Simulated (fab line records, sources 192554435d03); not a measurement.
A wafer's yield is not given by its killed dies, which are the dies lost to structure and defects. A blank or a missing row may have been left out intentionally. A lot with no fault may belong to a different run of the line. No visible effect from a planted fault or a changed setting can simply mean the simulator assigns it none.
Which of the tools did it? / flow n5_finfet / 10 lots, 30 wafers sampled, at 4 steps of a route of 1938

WHAT EACH GAUGE READ, for each wafer
No reading from a measuring or inspecting step in the record can be judged against a usual standard deviation.

WHAT TOOL EACH LOT RAN ON (gives the tool, then ch and the chambers of the sampled wafers, and finally the start)
lot=L268; N5_BEOL_M5_PECVD_70=pecvd-02 ch 0,1,2, day 8 16:45; N5_BEOL_M5_DESCUM_16=rie_diel-03 ch 2,3, day 8 17:55; N5_BEOL_M5_ETCH_62=rie_diel-03 ch 2,3, day 8 17:59; N5_BEOL_M5_STRIP_19=rie_diel-06 ch 0,1,2, day 8 18:17
lot=L271; N5_BEOL_M5_PECVD_70=pecvd-02 ch 0, day 9 11:13; N5_BEOL_M5_DESCUM_16=rie_diel-03 ch 0,2, day 9 14:08; N5_BEOL_M5_ETCH_62=rie_diel-03 ch 0,2, day 9 14:13; N5_BEOL_M5_STRIP_19=rie_diel-06 ch 0,2,3, day 9 14:36
lot=L276; N5_BEOL_M5_PECVD_70=pecvd-03 ch 1,2, day 10 23:21; N5_BEOL_M5_DESCUM_16=rie_diel-03 ch 1,3, day 11 01:11; N5_BEOL_M5_ETCH_62=rie_diel-03 ch 1,3, day 11 01:16; N5_BEOL_M5_STRIP_19=rie_diel-04 ch 0,1,2, day 11 01:33
lot=L275; N5_BEOL_M5_PECVD_70=pecvd-03 ch 0,2, day 11 01:49; N5_BEOL_M5_DESCUM_16=rie_diel-03 ch 2,3, day 11 04:16; N5_BEOL_M5_ETCH_62=rie_diel-03 ch 2,3, day 11 04:21; N5_BEOL_M5_STRIP_19=rie_diel-06 ch 0,1,2, day 11 04:42
lot=L279; N5_BEOL_M5_PECVD_70=pecvd-03 ch 1,2, day 11 08:11; N5_BEOL_M5_DESCUM_16=rie_diel-03 ch 0,1,2, day 11 09:22; N5_BEOL_M5_ETCH_62=rie_diel-03 ch 0,1,2, day 11 09:27; N5_BEOL_M5_STRIP_19=rie_diel-03 ch 0,2, day 11 09:43
lot=L282; N5_BEOL_M5_PECVD_70=pecvd-02 ch 0,2, day 11 23:47; N5_BEOL_M5_DESCUM_16=rie_diel-06 ch 1,2,3, day 12 01:58; N5_BEOL_M5_ETCH_62=rie_diel-06 ch 1,2,3, day 12 02:02; N5_BEOL_M5_STRIP_19=rie_diel-03 ch 0,2,3, day 12 02:23
lot=L281; N5_BEOL_M5_PECVD_70=pecvd-02 ch 0,1, day 12 16:49; N5_BEOL_M5_DESCUM_16=rie_diel-04 ch 0,1, day 12 18:34; N5_BEOL_M5_ETCH_62=rie_diel-04 ch 0,1, day 12 18:38; N5_BEOL_M5_STRIP_19=rie_diel-04 ch 1,3, day 12 18:55
lot=L286; N5_BEOL_M5_PECVD_70=pecvd-03 ch 0,2, day 13 04:15; N5_BEOL_M5_DESCUM_16=rie_diel-04 ch 1,3, day 13 05:46; N5_BEOL_M5_ETCH_62=rie_diel-04 ch 1,3, day 13 05:50; N5_BEOL_M5_STRIP_19=rie_diel-03 ch 0,2,3, day 13 06:07
lot=L287; N5_BEOL_M5_PECVD_70=pecvd-03 ch 0,1,2, day 13 11:47; N5_BEOL_M5_DESCUM_16=rie_diel-06 ch 2,3, day 13 15:20; N5_BEOL_M5_ETCH_62=rie_diel-06 ch 2,3, day 13 15:25; N5_BEOL_M5_STRIP_19=rie_diel-03 ch 0,2,3, day 13 15:47
lot=L288; N5_BEOL_M5_PECVD_70=pecvd-02 ch 0,1,2, day 13 23:56; N5_BEOL_M5_DESCUM_16=rie_diel-04 ch 0,2,3, day 14 00:48; N5_BEOL_M5_ETCH_62=rie_diel-04 ch 0,2,3, day 14 00:53; N5_BEOL_M5_STRIP_19=rie_diel-06 ch 0,2,3, day 14 01:11
- N5_BEOL_M5_PECVD_70: deposits SiO2 from TEOS/O2, target thk 16 nm, time 18 s.
- N5_BEOL_M5_DESCUM_16: chemistry O2, time 7 s.
- N5_BEOL_M5_ETCH_62: etches SOC in N2/H2, target depth 75 nm, overetch 15 nm, time 112.5 s.
- N5_BEOL_M5_STRIP_19: strips in O2.

WHAT THE TOOLS THEMSELVES READ (means of the sampled wafers that have a number; where no wafer has one, the mark that the record gives instead)
N5_BEOL_M5_PECVD_70.
lot=L268; tool=pecvd-02; heater_power_w (W)=797; showerhead_plenum_p_Torr (Torr)=8.75; throttle_valve_pct (%)=22.7
lot=L271; tool=pecvd-02; heater_power_w (W)=627; showerhead_plenum_p_Torr (Torr)=8.78; throttle_valve_pct (%)=22.6
lot=L276; tool=pecvd-03; heater_power_w (W)=702; showerhead_plenum_p_Torr (Torr)=8.85; throttle_valve_pct (%)=21.5
lot=L275; tool=pecvd-03; heater_power_w (W)=625; showerhead_plenum_p_Torr (Torr)=8.81; throttle_valve_pct (%)=20.9
lot=L279; tool=pecvd-03; heater_power_w (W)=734; showerhead_plenum_p_Torr (Torr)=8.82; throttle_valve_pct (%)=20.6
lot=L282; tool=pecvd-02; heater_power_w (W)=813; showerhead_plenum_p_Torr (Torr)=8.69; throttle_valve_pct (%)=21.7
lot=L281; tool=pecvd-02; heater_power_w (W)=748; showerhead_plenum_p_Torr (Torr)=8.77; throttle_valve_pct (%)=22.7
lot=L286; tool=pecvd-03; heater_power_w (W)=646; showerhead_plenum_p_Torr (Torr)=8.81; throttle_valve_pct (%)=20.5
lot=L287; tool=pecvd-03; heater_power_w (W)=707; showerhead_plenum_p_Torr (Torr)=8.84; throttle_valve_pct (%)=21.4
lot=L288; tool=pecvd-02; heater_power_w (W)=722; showerhead_plenum_p_Torr (Torr)=8.74; throttle_valve_pct (%)=22.5

N5_BEOL_M5_DESCUM_16.
lot=L268; tool=rie_diel-03; drypump_motor_current_A (A)=6.3; oes_product_au (a.u.)=0.87; rf_vpp_V (V)=243.6; showerhead_plenum_p_Torr (Torr)=2.10; throttle_valve_pct (%)=20.3
lot=L271; tool=rie_diel-03; drypump_motor_current_A (A)=6.1; oes_product_au (a.u.)=0.91; rf_vpp_V (V)=241.9; showerhead_plenum_p_Torr (Torr)=2.05; throttle_valve_pct (%)=20.1
lot=L276; tool=rie_diel-03; drypump_motor_current_A (A)=6.2; oes_product_au (a.u.)=0.73; rf_vpp_V (V)=244.2; showerhead_plenum_p_Torr (Torr)=2.17; throttle_valve_pct (%)=20.7
lot=L275; tool=rie_diel-03; drypump_motor_current_A (A)=6.3; oes_product_au (a.u.)=0.84; rf_vpp_V (V)=242.7; showerhead_plenum_p_Torr (Torr)=2.09; throttle_valve_pct (%)=20.3
lot=L279; tool=rie_diel-03; drypump_motor_current_A (A)=6.0; oes_product_au (a.u.)=0.82; rf_vpp_V (V)=243.2; showerhead_plenum_p_Torr (Torr)=2.08; throttle_valve_pct (%)=20.3
lot=L282; tool=rie_diel-06; drypump_motor_current_A (A)=5.6; oes_product_au (a.u.)=0.78; rf_vpp_V (V)=243.4; showerhead_plenum_p_Torr (Torr)=2.10; throttle_valve_pct (%)=20.6
lot=L281; tool=rie_diel-04; drypump_motor_current_A (A)=6.1; oes_product_au (a.u.)=0.82; rf_vpp_V (V)=243.8; showerhead_plenum_p_Torr (Torr)=2.08; throttle_valve_pct (%)=20.6
lot=L286; tool=rie_diel-04; drypump_motor_current_A (A)=5.4; oes_product_au (a.u.)=0.72; rf_vpp_V (V)=243.2; showerhead_plenum_p_Torr (Torr)=2.11; throttle_valve_pct (%)=20.4
lot=L287; tool=rie_diel-06; drypump_motor_current_A (A)=5.6; oes_product_au (a.u.)=0.83; rf_vpp_V (V)=242.6; showerhead_plenum_p_Torr (Torr)=2.12; throttle_valve_pct (%)=20.2
lot=L288; tool=rie_diel-04; drypump_motor_current_A (A)=5.8; oes_product_au (a.u.)=0.80; rf_vpp_V (V)=243.2; showerhead_plenum_p_Torr (Torr)=2.05; throttle_valve_pct (%)=20.5

N5_BEOL_M5_ETCH_62.
lot=L268; tool=rie_diel-03; drypump_motor_current_A (A)=6.3; oes_product_au (a.u.)=0.69; rf_fwd_power_W (W)=839.9; rf_vpp_V (V)=523.7; showerhead_plenum_p_Torr (Torr)=2.53; throttle_valve_pct (%)=17.6
lot=L271; tool=rie_diel-03; drypump_motor_current_A (A)=6.1; oes_product_au (a.u.)=0.70; rf_fwd_power_W (W)=834.9; rf_vpp_V (V)=522.7; showerhead_plenum_p_Torr (Torr)=2.48; throttle_valve_pct (%)=17.5
lot=L276; tool=rie_diel-03; drypump_motor_current_A (A)=6.2; oes_product_au (a.u.)=0.58; rf_fwd_power_W (W)=1039.3; rf_vpp_V (V)=488.9; showerhead_plenum_p_Torr (Torr)=2.64; throttle_valve_pct (%)=18.1
lot=L275; tool=rie_diel-03; drypump_motor_current_A (A)=6.3; oes_product_au (a.u.)=0.66; rf_fwd_power_W (W)=1039.3; rf_vpp_V (V)=486.4; showerhead_plenum_p_Torr (Torr)=2.52; throttle_valve_pct (%)=17.6
lot=L279; tool=rie_diel-03; drypump_motor_current_A (A)=6.0; oes_product_au (a.u.)=0.65; rf_fwd_power_W (W)=1037.5; rf_vpp_V (V)=487.3; showerhead_plenum_p_Torr (Torr)=2.53; throttle_valve_pct (%)=17.7
lot=L282; tool=rie_diel-06; drypump_motor_current_A (A)=5.6; oes_product_au (a.u.)=0.62; rf_fwd_power_W (W)=834.1; rf_vpp_V (V)=524.2; showerhead_plenum_p_Torr (Torr)=2.55; throttle_valve_pct (%)=18.0
lot=L281; tool=rie_diel-04; drypump_motor_current_A (A)=6.0; oes_product_au (a.u.)=0.64; rf_fwd_power_W (W)=833.5; rf_vpp_V (V)=524.2; showerhead_plenum_p_Torr (Torr)=2.53; throttle_valve_pct (%)=17.9
lot=L286; tool=rie_diel-04; drypump_motor_current_A (A)=5.5; oes_product_au (a.u.)=0.57; rf_fwd_power_W (W)=838.8; rf_vpp_V (V)=525.8; showerhead_plenum_p_Torr (Torr)=2.56; throttle_valve_pct (%)=17.9
lot=L287; tool=rie_diel-06; drypump_motor_current_A (A)=5.6; oes_product_au (a.u.)=0.65; rf_fwd_power_W (W)=834.8; rf_vpp_V (V)=525.2; showerhead_plenum_p_Torr (Torr)=2.58; throttle_valve_pct (%)=17.7
lot=L288; tool=rie_diel-04; drypump_motor_current_A (A)=5.8; oes_product_au (a.u.)=0.63; rf_fwd_power_W (W)=838.7; rf_vpp_V (V)=521.7; showerhead_plenum_p_Torr (Torr)=2.49; throttle_valve_pct (%)=17.9

N5_BEOL_M5_STRIP_19.
lot=L268; tool=rie_diel-06; drypump_motor_current_A (A)=5.6; oes_product_au (a.u.)=0.74; rf_vpp_V (V)=3.5; showerhead_plenum_p_Torr (Torr)=2.12; throttle_valve_pct (%)=17.0
lot=L271; tool=rie_diel-06; drypump_motor_current_A (A)=5.6; oes_product_au (a.u.)=0.81; rf_vpp_V (V)=3.7; showerhead_plenum_p_Torr (Torr)=2.14; throttle_valve_pct (%)=16.6
lot=L276; tool=rie_diel-04; drypump_motor_current_A (A)=5.8; oes_product_au (a.u.)=0.79; rf_vpp_V (V)=3.4; showerhead_plenum_p_Torr (Torr)=2.08; throttle_valve_pct (%)=16.7
lot=L275; tool=rie_diel-06; drypump_motor_current_A (A)=5.6; oes_product_au (a.u.)=0.73; rf_vpp_V (V)=3.7; showerhead_plenum_p_Torr (Torr)=2.11; throttle_valve_pct (%)=17.0
lot=L279; tool=rie_diel-03; drypump_motor_current_A (A)=5.8; oes_product_au (a.u.)=0.88; rf_vpp_V (V)=3.3; showerhead_plenum_p_Torr (Torr)=2.04; throttle_valve_pct (%)=16.2
lot=L282; tool=rie_diel-03; drypump_motor_current_A (A)=6.1; oes_product_au (a.u.)=0.82; rf_vpp_V (V)=3.8; showerhead_plenum_p_Torr (Torr)=2.09; throttle_valve_pct (%)=16.4
lot=L281; tool=rie_diel-04; drypump_motor_current_A (A)=5.5; oes_product_au (a.u.)=0.69; rf_vpp_V (V)=3.5; showerhead_plenum_p_Torr (Torr)=2.13; throttle_valve_pct (%)=16.8
lot=L286; tool=rie_diel-03; drypump_motor_current_A (A)=6.1; oes_product_au (a.u.)=0.81; rf_vpp_V (V)=3.9; showerhead_plenum_p_Torr (Torr)=2.08; throttle_valve_pct (%)=16.4
lot=L287; tool=rie_diel-03; drypump_motor_current_A (A)=6.1; oes_product_au (a.u.)=0.81; rf_vpp_V (V)=4.1; showerhead_plenum_p_Torr (Torr)=2.08; throttle_valve_pct (%)=16.5
lot=L288; tool=rie_diel-06; drypump_motor_current_A (A)=5.6; oes_product_au (a.u.)=0.84; rf_vpp_V (V)=3.6; showerhead_plenum_p_Torr (Torr)=2.13; throttle_valve_pct (%)=16.5

THE ANSWER, worked out from the rows above alone
Rule: the usual values come from the lots themselves. The widest of any qualifying gaps counts: lots, ordered by their means at a reading, are off when they make up no more than a third of the lots, leave a main group of 4 or more, and stand apart from it by 3 or more times the standard deviation of that group's means. Not used: any main group whose means are identical at the precision the tables above print for the reading. A lot without any number at a reading at which 4 lots or more have one is off too. Where the step has rows for the other lots, those lots are counted as sound. First the gauges in route order, then the tools' own readings, where a lot's mean is used as printed above. The first step at which some lot is off is used, and at that step the reading that is off furthest; a lot without a number counts as furthest.
Off: L276, L275, L279, at N5_BEOL_M5_ETCH_62 (rf_fwd_power_W). The main group has a mean of 836.4 W with a standard deviation of 2.4.
If a tool, at that step or one of the process steps before it, ran each lot that is off and ran no sound lot following the first of them, it fits. One fits: rie_diel-03 at N5_BEOL_M5_DESCUM_16 and N5_BEOL_M5_ETCH_62. At N5_BEOL_M5_DESCUM_16 its last sound lot is L271 (day 9 14:08), its first lot that is off L276 (day 11 01:11): a fault that began between those two fits.

WHAT HAD BEEN PUT IN BY THE SIMULATOR
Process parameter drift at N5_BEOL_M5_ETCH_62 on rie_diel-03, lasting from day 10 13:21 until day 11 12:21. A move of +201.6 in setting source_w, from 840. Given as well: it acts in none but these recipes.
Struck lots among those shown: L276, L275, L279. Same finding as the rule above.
